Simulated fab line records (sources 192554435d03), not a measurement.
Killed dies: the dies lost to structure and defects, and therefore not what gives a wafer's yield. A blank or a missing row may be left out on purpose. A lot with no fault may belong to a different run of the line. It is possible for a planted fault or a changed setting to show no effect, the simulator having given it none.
Matching of chambers / flow n5-finfet / N5_FIN_SAQP_PECVD_47 on pecvd-02 has 3 sister chambers
The step deposits a-Si from SiH4/He, target thk 45 nm, time 36.3 s. 6 wafers are shown with their chamber, then 10 later ones without.

EACH WAFER AND ITS CHAMBER
wafer=L079.1; chamber=0; showerhead-plenum-p-Torr (Torr)=5.644; heater-power-w (W)=630
wafer=L080.3; chamber=0; showerhead-plenum-p-Torr (Torr)=5.639; heater-power-w (W)=628
wafer=L088.3; chamber=2; showerhead-plenum-p-Torr (Torr)=5.625; heater-power-w (W)=825
wafer=L088.5; chamber=1; showerhead-plenum-p-Torr (Torr)=5.664; heater-power-w (W)=779
wafer=L089.2; chamber=2; showerhead-plenum-p-Torr (Torr)=5.618; heater-power-w (W)=849
wafer=L089.4; chamber=1; showerhead-plenum-p-Torr (Torr)=5.659; heater-power-w (W)=862

WAFERS MISSING THEIR CHAMBER
wafer=L089.5; showerhead-plenum-p-Torr (Torr)=5.653; heater-power-w (W)=705
wafer=L091.2; showerhead-plenum-p-Torr (Torr)=5.631; heater-power-w (W)=852
wafer=L091.4; showerhead-plenum-p-Torr (Torr)=5.658; heater-power-w (W)=854
wafer=L091.5; showerhead-plenum-p-Torr (Torr)=5.640; heater-power-w (W)=691
wafer=L092.1; showerhead-plenum-p-Torr (Torr)=5.629; heater-power-w (W)=720
wafer=L092.2; showerhead-plenum-p-Torr (Torr)=5.674; heater-power-w (W)=814
wafer=L092.3; showerhead-plenum-p-Torr (Torr)=5.630; heater-power-w (W)=840
wafer=L097.2; showerhead-plenum-p-Torr (Torr)=5.672; heater-power-w (W)=866
wafer=L097.4; showerhead-plenum-p-Torr (Torr)=5.652; heater-power-w (W)=809
wafer=L097.6; showerhead-plenum-p-Torr (Torr)=5.636; heater-power-w (W)=741

WHICH CHAMBER EACH WENT THROUGH
wafer=L089.5; from the rows above=can't be placed: 0 or 1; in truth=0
wafer=L091.2; from the rows above=2; in truth=2
wafer=L091.4; from the rows above=1; in truth=1
wafer=L091.5; from the rows above=0; in truth=0
wafer=L092.1; from the rows above=can't be placed: 2 or 0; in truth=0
wafer=L092.2; from the rows above=1; in truth=1
wafer=L092.3; from the rows above=2; in truth=2
wafer=L097.2; from the rows above=1; in truth=1
wafer=L097.4; from the rows above=1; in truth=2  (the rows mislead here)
wafer=L097.6; from the rows above=can't be placed: 0 or 2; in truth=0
Correct placement for 6 of the 10. Not placeable from these rows: 3 (in 3, the candidates include the true chamber). Wrongly placed: 1.
How it was worked out, from the rows above alone: a wafer's distance from a chamber is the root of the sum, over the readings, of the square of ((its reading less the chamber's mean) divided by the reading's scatter). The wafer belongs to the nearest chamber; if the next one is less than 2 further off, it can't be placed. The mean given for a chamber averages the wafers shown for that chamber. The scatter: take each reading less its chamber's mean, square it, sum over the shown wafers, divide by the number of wafers less the number of chambers, and take the root.
